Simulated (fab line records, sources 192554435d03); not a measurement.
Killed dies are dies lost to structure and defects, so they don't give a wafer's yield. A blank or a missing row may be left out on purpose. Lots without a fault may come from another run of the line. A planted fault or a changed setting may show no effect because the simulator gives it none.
Which tool did it? | flow n5_finfet | 24 lots, 72 wafers sampled, at 6 steps of a route of 1938

WHAT THE GAUGES READ, wafer by wafer
N5_BEOL_M3_CD_MEAS_28: target cd 25.7 nm, target cd y 23.3 nm. Usual: cd_nm 25.74 nm, standard deviation 0.24.
lot  | measured     | on        | cd_nm (nm)        | flag
L074 | day 6 20:52  | cd_sem-03 | 25.48 25.90 25.58 |
L075 | day 7 07:52  | cd_sem-03 | 25.89 25.49 25.84 |
L077 | day 7 11:20  | cd_sem-01 | 25.71 25.45 26.09 |
L076 | day 7 15:08  | cd_sem-02 | 25.52 25.47 25.81 |
L078 | day 8 08:31  | cd_sem-02 | 25.81 25.58 25.70 |
L079 | day 8 11:35  | cd_sem-01 | 25.63 26.12 26.07 |
L081 | day 9 01:01  | cd_sem-02 | 25.70 25.78 25.59 |
L082 | day 9 07:25  | cd_sem-03 | 25.97 25.47 25.89 |
L080 | day 9 07:29  | cd_sem-01 | 25.67 25.51 25.80 |
L083 | day 9 14:35  | cd_sem-02 | 25.69 25.66 26.05 |
L084 | day 9 17:05  | cd_sem-01 | 25.61 25.71 25.64 |
L085 | day 9 17:21  | cd_sem-02 | 25.52 26.30 25.48 |
L086 | day 9 22:01  | cd_sem-02 | 25.62 25.61 25.61 |
L087 | day 10 04:41 | cd_sem-02 | 25.42 25.71 25.88 |
L088 | day 10 08:35 | cd_sem-01 | 25.79 25.21 26.20 |
L089 | day 10 15:57 | cd_sem-02 | 25.38 25.65 25.27 |
L090 | day 11 04:56 | cd_sem-01 | 25.70 26.03 25.60 |
L092 | day 11 13:08 | cd_sem-02 | 26.25 25.73 25.70 |
L091 | day 11 18:35 | cd_sem-01 | 25.12 25.75 25.54 |
L093 | day 11 19:50 | cd_sem-02 | 25.81 25.94 25.99 |
L094 | day 12 04:58 | cd_sem-01 | 25.90 25.71 25.96 |
L095 | day 12 19:36 | cd_sem-02 | 25.76 25.61 25.72 |
L096 | day 12 22:29 | cd_sem-01 | 25.75 25.74 26.10 |
L097 | day 13 06:29 | cd_sem-02 | 25.83 25.60 25.87 |

N5_BEOL_M3_INSPECT_59: inspects for defects (darkfield). Usual: raw_defect_count 76, standard deviation 25.
lot  | measured     | on                | raw_defect_count | flag
L074 | day 7 09:32  | defect_inspect-01 | 106 81 87        |
L075 | day 7 13:04  | defect_inspect-01 | 67 61 40         |
L077 | day 8 01:59  | defect_inspect-02 | 77 87 64         |
L076 | day 8 02:13  | defect_inspect-01 | 93 88 126        |
L078 | day 8 19:14  | defect_inspect-01 | 111 35 99        |
L079 | day 9 00:01  | defect_inspect-02 | 82 62 95         |
L081 | day 9 08:22  | defect_inspect-02 | 79 59 60         |
L082 | day 9 13:32  | defect_inspect-01 | 39 53 64         |
L080 | day 9 13:49  | defect_inspect-02 | 90 64 69         |
L083 | day 10 04:08 | defect_inspect-01 | 55 72 99         |
L084 | day 10 10:16 | defect_inspect-02 | 97 108 84        |
L085 | day 10 10:45 | defect_inspect-02 | 157 104 152      |
L086 | day 10 08:38 | defect_inspect-01 | 69 57 64         |
L087 | day 10 18:51 | defect_inspect-02 | 167 85 153       |
L088 | day 10 18:14 | defect_inspect-01 | 70 80 41         |
L089 | day 11 03:57 | defect_inspect-02 | 75 83 67         |
L090 | day 11 12:32 | defect_inspect-02 | 45 74 85         |
L092 | day 11 21:25 | defect_inspect-02 | 54 100 81        |
L091 | day 12 04:32 | defect_inspect-01 | 42 52 55         |
L093 | day 12 09:53 | defect_inspect-01 | 39 64 64         |
L094 | day 12 14:31 | defect_inspect-02 | 69 65 40         |
L095 | day 13 01:47 | defect_inspect-01 | 45 72 66         |
L096 | day 13 04:35 | defect_inspect-01 | 50 143 68        |
L097 | day 13 20:38 | defect_inspect-02 | 98 47 81         |

WHICH TOOL RAN EACH LOT (tool, then ch and the chambers of the sampled wafers, then the start)
lot  | N5_BEOL_M2_SPUTTER_94        | N5_BEOL_M3_ALD_98                 | N5_BEOL_M3_ETCHBACK_99             | N5_BEOL_M3_SPUTTER_81
L074 | pvd_sputter-03, day 6 17:05  | ald_sin-02 ch 0,1,2, day 6 22:16  | rie_diel-06 ch 0,3, day 7 05:17    | pvd_sputter-02, day 7 07:09
L075 | pvd_sputter-02, day 7 04:47  | ald_sin-03 ch 0,2,3, day 7 08:07  | rie_diel-01 ch 0,1,3, day 7 08:44  | pvd_sputter-02, day 7 10:39
L077 | pvd_sputter-03, day 7 08:25  | ald_sin-02 ch 1,2,3, day 7 11:37  | rie_diel-01 ch 0,1,2, day 7 21:42  | pvd_sputter-01, day 7 23:36
L076 | pvd_sputter-03, day 7 11:37  | ald_sin-03 ch 1,2,3, day 7 15:31  | rie_diel-06 ch 0,3, day 7 21:43    | pvd_sputter-03, day 7 23:50
L078 | pvd_sputter-03, day 8 03:07  | ald_sin-02 ch 0,1,2, day 8 09:52  | rie_diel-01 ch 0,3, day 8 14:35    | pvd_sputter-01, day 8 16:50
L079 | pvd_sputter-01, day 8 05:48  | ald_sin-02 ch 0,2, day 8 12:23    | rie_diel-01 ch 1,2, day 8 17:43    | pvd_sputter-02, day 8 21:37
L081 | pvd_sputter-02, day 8 20:53  | ald_sin-03 ch 0,2,3, day 9 01:17  | rie_diel-06 ch 0,3, day 9 03:29    | pvd_sputter-03, day 9 05:57
L082 | pvd_sputter-01, day 9 03:12  | ald_sin-01 ch 1,2,3, day 9 07:40  | rie_diel-05 ch 1,2,3, day 9 09:07  | pvd_sputter-01, day 9 11:08
L080 | pvd_sputter-02, day 9 03:19  | ald_sin-03 ch 0,3, day 9 07:44    | rie_diel-06 ch 1,2,3, day 9 09:07  | pvd_sputter-02, day 9 11:19
L083 | pvd_sputter-02, day 9 09:42  | ald_sin-03 ch 0,1,3, day 9 14:51  | rie_diel-01 ch 0,1,3, day 9 22:20  | pvd_sputter-01, day 10 01:44
L084 | pvd_sputter-03, day 9 12:37  | ald_sin-03 ch 1,2, day 9 17:20    | rie_diel-01 ch 1,3, day 10 05:32   | pvd_sputter-02, day 10 07:52
L085 | pvd_sputter-01, day 9 14:10  | ald_sin-03 ch 0,3, day 9 17:40    | rie_diel-05 ch 2,3, day 10 05:39   | pvd_sputter-01, day 10 07:59
L086 | pvd_sputter-02, day 9 18:24  | ald_sin-03 ch 0,2,3, day 9 22:20  | rie_diel-01 ch 1,2,3, day 10 03:07 | pvd_sputter-01, day 10 06:09
L087 | pvd_sputter-03, day 10 01:11 | ald_sin-02 ch 0,3, day 10 05:36   | rie_diel-01 ch 0,2, day 10 13:09   | pvd_sputter-01, day 10 16:27
L088 | pvd_sputter-01, day 10 05:25 | ald_sin-03 ch 0,3, day 10 08:59   | rie_diel-05 ch 1,2,3, day 10 12:41 | pvd_sputter-02, day 10 15:50
L089 | pvd_sputter-02, day 10 12:19 | ald_sin-01 ch 0,1,2, day 10 16:49 | rie_diel-06 ch 1,2,3, day 10 22:38 | pvd_sputter-03, day 11 01:32
L090 | pvd_sputter-01, day 10 23:44 | ald_sin-02 ch 0,1,3, day 11 05:52 | rie_diel-01 ch 0,2,3, day 11 05:59 | pvd_sputter-02, day 11 09:55
L092 | pvd_sputter-01, day 11 06:02 | ald_sin-02 ch 0,2,3, day 11 13:23 | rie_diel-01 ch 0,2,3, day 11 16:50 | pvd_sputter-01, day 11 18:59
L091 | pvd_sputter-03, day 11 15:01 | ald_sin-01 ch 0,1, day 11 18:51   | rie_diel-06 ch 1,3, day 11 23:39   | pvd_sputter-01, day 12 02:05
L093 | pvd_sputter-02, day 11 16:32 | ald_sin-01 ch 0,3, day 11 20:05   | rie_diel-01 ch 1,3, day 12 04:59   | pvd_sputter-01, day 12 07:29
L094 | pvd_sputter-01, day 12 01:20 | ald_sin-03 ch 1,3, day 12 06:11   | rie_diel-05 ch 0,1,2, day 12 09:45 | pvd_sputter-02, day 12 11:56
L095 | pvd_sputter-03, day 12 15:19 | ald_sin-01 ch 0,1,2, day 12 19:58 | rie_diel-06 ch 1,3, day 12 20:54   | pvd_sputter-02, day 12 23:23
L096 | pvd_sputter-03, day 12 17:25 | ald_sin-03 ch 0,2,3, day 12 22:45 | rie_diel-01 ch 0,2,3, day 12 23:50 | pvd_sputter-01, day 13 02:11
L097 | pvd_sputter-02, day 13 02:49 | ald_sin-01 ch 1,2,3, day 13 06:49 | rie_diel-06 ch 0,1,2, day 13 13:15 | pvd_sputter-02, day 13 16:36
- N5_BEOL_M2_SPUTTER_94: material Cu, target thk 4.5 nm, time 8.29 s.
- N5_BEOL_M3_ALD_98: deposits SiO2, target thk 2.5 nm, pulse time 1 s, co reactant pulse time 1 s.
- N5_BEOL_M3_ETCHBACK_99: etches SiO2 in CHF3, target depth 5 nm, time 10.4 s.
- N5_BEOL_M3_SPUTTER_81: material Cu, target thk 4.5 nm, time 8.29 s.

WHAT THE TOOLS THEMSELVES READ (means of the sampled wafers that have a number; where no wafer has one, the mark that the record gives instead)
N5_BEOL_M2_SPUTTER_94. Usual: throttle_valve_pct 30.3 %, standard deviation 1.
lot  | tool           | throttle_valve_pct (%) | flag
L074 | pvd_sputter-03 | 29.7                   |
L075 | pvd_sputter-02 | 30.8                   |
L077 | pvd_sputter-03 | 29.8                   |
L076 | pvd_sputter-03 | 30.9                   |
L078 | pvd_sputter-03 | 30.9                   |
L079 | pvd_sputter-01 | 29.3                   |
L081 | pvd_sputter-02 | 31.4                   |
L082 | pvd_sputter-01 | 30.5                   |
L080 | pvd_sputter-02 | 30.1                   |
L083 | pvd_sputter-02 | 30.7                   |
L084 | pvd_sputter-03 | 30.0                   |
L085 | pvd_sputter-01 | 30.8                   |
L086 | pvd_sputter-02 | 30.9                   |
L087 | pvd_sputter-03 | 30.4                   |
L088 | pvd_sputter-01 | 29.8                   |
L089 | pvd_sputter-02 | 30.2                   |
L090 | pvd_sputter-01 | 30.0                   |
L092 | pvd_sputter-01 | 30.1                   |
L091 | pvd_sputter-03 | 30.0                   |
L093 | pvd_sputter-02 | 29.9                   |
L094 | pvd_sputter-01 | 29.8                   |
L095 | pvd_sputter-03 | 29.9                   |
L096 | pvd_sputter-03 | 29.9                   |
L097 | pvd_sputter-02 | 30.9                   |

N5_BEOL_M3_ALD_98. Usual: heater_power_w 79 W, standard deviation 11; precursor_pulse_height_rel 1.002, standard deviation 0.02.
lot  | tool       | heater_power_w (W) | precursor_pulse_height_rel | flag
L074 | ald_sin-02 | 74                 | 0.985                      |
L075 | ald_sin-03 | 84                 | 0.987                      |
L077 | ald_sin-02 | 77                 | 1.015                      |
L076 | ald_sin-03 | 82                 | 1.008                      |
L078 | ald_sin-02 | 73                 | 1.003                      |
L079 | ald_sin-02 | 66                 | 1.013                      |
L081 | ald_sin-03 | 80                 | 1.028                      |
L082 | ald_sin-01 | 85                 | 0.985                      |
L080 | ald_sin-03 | 89                 | 1.011                      |
L083 | ald_sin-03 | 81                 | 1.006                      |
L084 | ald_sin-03 | 70                 | 1.001                      |
L085 | ald_sin-03 | 82                 | 1.007                      |
L086 | ald_sin-03 | 79                 | 1.004                      |
L087 | ald_sin-02 | 72                 | 1.004                      |
L088 | ald_sin-03 | 83                 | 1.001                      |
L089 | ald_sin-01 | 86                 | 0.996                      |
L090 | ald_sin-02 | 77                 | 0.994                      |
L092 | ald_sin-02 | 70                 | 1.000                      |
L091 | ald_sin-01 | 82                 | 1.022                      |
L093 | ald_sin-01 | 76                 | 0.980                      |
L094 | ald_sin-03 | 79                 | 0.999                      |
L095 | ald_sin-01 | 88                 | 0.974                      |
L096 | ald_sin-03 | 81                 | 1.003                      |
L097 | ald_sin-01 | 87                 | 1.007                      |

N5_BEOL_M3_ETCHBACK_99. Usual: CHF3_flow_sccm 11.99 sccm, standard deviation 0.033; chamber_pressure_mTorr 30.001 mTorr, standard deviation 0.023; drypump_motor_current_A 5.65 A, standard deviation 0.3; oes_product_au 0.77 a.u., standard deviation 0.086; rf_vpp_V 240 V, standard deviation 3.8; showerhead_plenum_p_Torr 2.17 Torr, standard deviation 0.047; throttle_valve_pct 17.04 %, standard deviation 0.19.
lot  | tool        | CHF3_flow_sccm (sccm) | chamber_pressure_mTorr (mTorr) | drypump_motor_current_A (A) | oes_product_au (a.u.) | rf_vpp_V (V) | showerhead_plenum_p_Torr (Torr) | throttle_valve_pct (%) | flag
L074 | rie_diel-06 | 11.99                 | 29.997                         | 5.48                        | 0.81                  | 237          | 2.15                            | 17.03                  |
L075 | rie_diel-01 | 12.01                 | 29.992                         | 5.91                        | 0.80                  | 242          | 2.20                            | 17.01                  |
L077 | rie_diel-01 | 12.01                 | 29.987                         | 5.78                        | 0.76                  | 240          | 2.17                            | 17.09                  |
L076 | rie_diel-06 | 12.00                 | 30.006                         | 5.47                        | 0.81                  | 239          | 2.14                            | 17.05                  |
L078 | rie_diel-01 | 11.99                 | 29.982                         | 5.84                        | 0.80                  | 243          | 2.21                            | 16.87                  |
L079 | rie_diel-01 | 11.98                 | 29.995                         | 5.50                        | 0.68                  | 241          | 2.15                            | 17.18                  |
L081 | rie_diel-06 | 11.98                 | 29.986                         | 5.65                        | 0.75                  | 239          | 2.18                            | 17.11                  |
L082 | rie_diel-05 | 11.99                 | 29.996                         | 5.45                        | 0.78                  | 243          | 2.15                            | 17.03                  |
L080 | rie_diel-06 | 12.00                 | 30.000                         | 5.37                        | 0.84                  | 236          | 2.15                            | 17.02                  |
L083 | rie_diel-01 | 11.99                 | 30.002                         | 5.92                        | 0.76                  | 243          | 2.19                            | 17.06                  |
L084 | rie_diel-01 | 12.00                 | 30.027                         | 5.79                        | 0.71                  | 245          | 2.21                            | 17.06                  |
L085 | rie_diel-05 | 12.00                 | 29.994                         | 5.54                        | 0.79                  | 243          | 2.17                            | 17.15                  |
L086 | rie_diel-01 | 11.98                 | 30.008                         | 5.65                        | 0.69                  | 243          | 2.18                            | 17.13                  |
L087 | rie_diel-01 | 12.00                 | 29.998                         | 5.82                        | 0.79                  | 238          | 2.15                            | 16.96                  |
L088 | rie_diel-05 | 11.99                 | 30.022                         | 5.46                        | 0.77                  | 243          | 2.15                            | 17.04                  |
L089 | rie_diel-06 | 11.97                 | 29.995                         | 5.38                        | 0.81                  | 236          | 2.15                            | 17.05                  |
L090 | rie_diel-01 | 12.02                 | 29.997                         | 5.70                        | 0.75                  | 241          | 2.17                            | 16.98                  |
L092 | rie_diel-01 | 11.99                 | 30.021                         | 5.69                        | 0.74                  | 242          | 2.17                            | 16.99                  |
L091 | rie_diel-06 | 11.98                 | 29.998                         | 5.30                        | 0.83                  | 237          | 2.12                            | 16.97                  |
L093 | rie_diel-01 | 12.01                 | 30.001                         | 5.82                        | 0.80                  | 245          | 2.20                            | 16.95                  |
L094 | rie_diel-05 | 11.98                 | 29.998                         | 5.61                        | 0.78                  | 245          | 2.19                            | 16.97                  |
L095 | rie_diel-06 | 11.99                 | 29.999                         | 5.29                        | 0.87                  | 237          | 2.17                            | 16.89                  |
L096 | rie_diel-01 | 12.02                 | 29.999                         | 5.70                        | 0.84                  | 241          | 2.16                            | 16.87                  |
L097 | rie_diel-06 | 11.94                 | 30.012                         | 5.56                        | 0.75                  | 237          | 2.19                            | 17.11                  |

N5_BEOL_M3_SPUTTER_81. Usual: throttle_valve_pct 30.3 %, standard deviation 1.
lot  | tool           | throttle_valve_pct (%) | flag
L074 | pvd_sputter-02 | 30.8                   |
L075 | pvd_sputter-02 | 30.8                   |
L077 | pvd_sputter-01 | 29.6                   |
L076 | pvd_sputter-03 | 30.0                   |
L078 | pvd_sputter-01 | 30.7                   |
L079 | pvd_sputter-02 | 30.3                   |
L081 | pvd_sputter-03 | 30.2                   |
L082 | pvd_sputter-01 | 30.6                   |
L080 | pvd_sputter-02 | 30.0                   |
L083 | pvd_sputter-01 | 29.9                   |
L084 | pvd_sputter-02 | 30.7                   |
L085 | pvd_sputter-01 | 31.5                   |
L086 | pvd_sputter-01 | 30.4                   |
L087 | pvd_sputter-01 | 30.1                   |
L088 | pvd_sputter-02 | 30.6                   |
L089 | pvd_sputter-03 | 30.2                   |
L090 | pvd_sputter-02 | 30.2                   |
L092 | pvd_sputter-01 | 29.7                   |
L091 | pvd_sputter-01 | 30.3                   |
L093 | pvd_sputter-01 | 30.1                   |
L094 | pvd_sputter-02 | 30.8                   |
L095 | pvd_sputter-02 | 30.2                   |
L096 | pvd_sputter-01 | 29.1                   |
L097 | pvd_sputter-02 | 30.7                   |

THE ANSWER, worked out from the rows above alone
Rule: a lot is off if the mean of its wafers that have a number lies more than 3 standard deviations from the usual mean. A lot without any number at a reading at which 4 lots or more have one is off too. The other lots that the step has rows for count as sound. The gauges are gone through in route order, then the tools' own readings, and for those a lot's mean is taken as printed above. The first step at which some lot is off is used, and at that step the reading that is off furthest; a lot without a number counts as furthest.
No lot is off at any reading shown: from this, nothing can be told.

WHAT THE SIMULATOR HAD PUT IN
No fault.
